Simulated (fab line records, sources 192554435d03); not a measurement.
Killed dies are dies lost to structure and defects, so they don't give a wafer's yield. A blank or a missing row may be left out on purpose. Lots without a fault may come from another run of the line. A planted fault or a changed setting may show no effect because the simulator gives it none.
Chamber matching | flow n5_finfet | N5_BEOL_M11_VIA_ETCH_34 on rie_diel-01: 4 sister chambers
The step etches SiCOH lowk in C4F6/O2, target depth 184.5 nm, time 69.2 s. 4 wafers are shown with their chamber, then 7 later ones without.

WAFERS WITH THEIR CHAMBER
wafer  | chamber | showerhead_plenum_p_Torr (Torr)
L082.4 | 1       | 2.82
L081.5 | 3       | 2.69
L089.2 | 2       | 2.90
L089.4 | 0       | 2.82

WAFERS WITHOUT THEIR CHAMBER
wafer  | showerhead_plenum_p_Torr (Torr)
L089.5 | 2.81
L092.4 | 2.89
L092.5 | 2.69
L092.6 | 2.82
L094.1 | 2.80
L094.2 | 2.89
L094.3 | 2.68

WHICH CHAMBER EACH WENT THROUGH
wafer  | from the rows above     | in truth
L089.5 | can't be placed: 0 or 1 | 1
L092.4 | 2                       | 2
L092.5 | 3                       | 3
L092.6 | can't be placed: 0 or 1 | 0
L094.1 | can't be placed: 0 or 1 | 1
L094.2 | 2                       | 2
L094.3 | 3                       | 3
Placed correctly: 4 of 7. Can't be placed from these rows: 3 (the true chamber is among the candidates in 3). Placed wrongly: 0.
How it was worked out, from the rows above alone: a wafer's distance from a chamber is the root of the sum, over the readings, of the square of ((its reading less the chamber's mean) divided by the reading's scatter). The wafer belongs to the nearest chamber; if the next one is less than 2 further off, it can't be placed. A chamber's mean is the mean of its shown wafers. The scatter: with one shown wafer a chamber, the root of the mean of the squares of how far each hidden wafer lies from its nearest shown one.
